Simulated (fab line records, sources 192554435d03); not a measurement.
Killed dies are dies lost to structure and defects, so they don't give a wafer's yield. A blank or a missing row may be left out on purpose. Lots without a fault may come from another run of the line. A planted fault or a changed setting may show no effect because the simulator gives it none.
Chamber matching | flow n5_finfet | N5_BEOL_M3_ALD_84 on ald_metal-01: 4 sister chambers
The step deposits TaN, pulse time 2 s, purge time 3 s, co reactant purge time 2 s. 8 wafers are shown with their chamber, then 7 later ones without.

WAFERS WITH THEIR CHAMBER
wafer  | chamber | heater_power_outer_w (W) | heater_power_w (W)
L078.2 | 3       | 193                      | 320
L081.3 | 3       | 189                      | 335
L081.4 | 2       | 220                      | 406
L082.1 | 1       | 315                      | 560
L082.2 | 0       | 195                      | 354
L082.3 | 2       | 217                      | 397
L084.2 | 0       | 194                      | 359
L084.3 | 1       | 310                      | 545

WAFERS WITHOUT THEIR CHAMBER
wafer  | heater_power_outer_w (W) | heater_power_w (W)
L084.4 | 216                      | 403
L092.2 | 190                      | 327
L092.4 | 315                      | 546
L092.6 | 224                      | 403
L097.3 | 317                      | 568
L097.5 | 192                      | 330
L097.6 | 225                      | 408

WHICH CHAMBER EACH WENT THROUGH
wafer  | from the rows above | in truth
L084.4 | 2                   | 2
L092.2 | 3                   | 3
L092.4 | 1                   | 1
L092.6 | 2                   | 2
L097.3 | 1                   | 1
L097.5 | 3                   | 3
L097.6 | 2                   | 2
Placed correctly: 7 of 7. Can't be placed from these rows: 0. Placed wrongly: 0.
How it was worked out, from the rows above alone: a wafer's distance from a chamber is the root of the sum, over the readings, of the square of ((its reading less the chamber's mean) divided by the reading's scatter). The wafer belongs to the nearest chamber; if the next one is less than 2 further off, it can't be placed. A chamber's mean is the mean of its shown wafers. The scatter: the root of (the sum of the squares of (reading less its chamber's mean) over the shown wafers, divided by (wafers less chambers)).
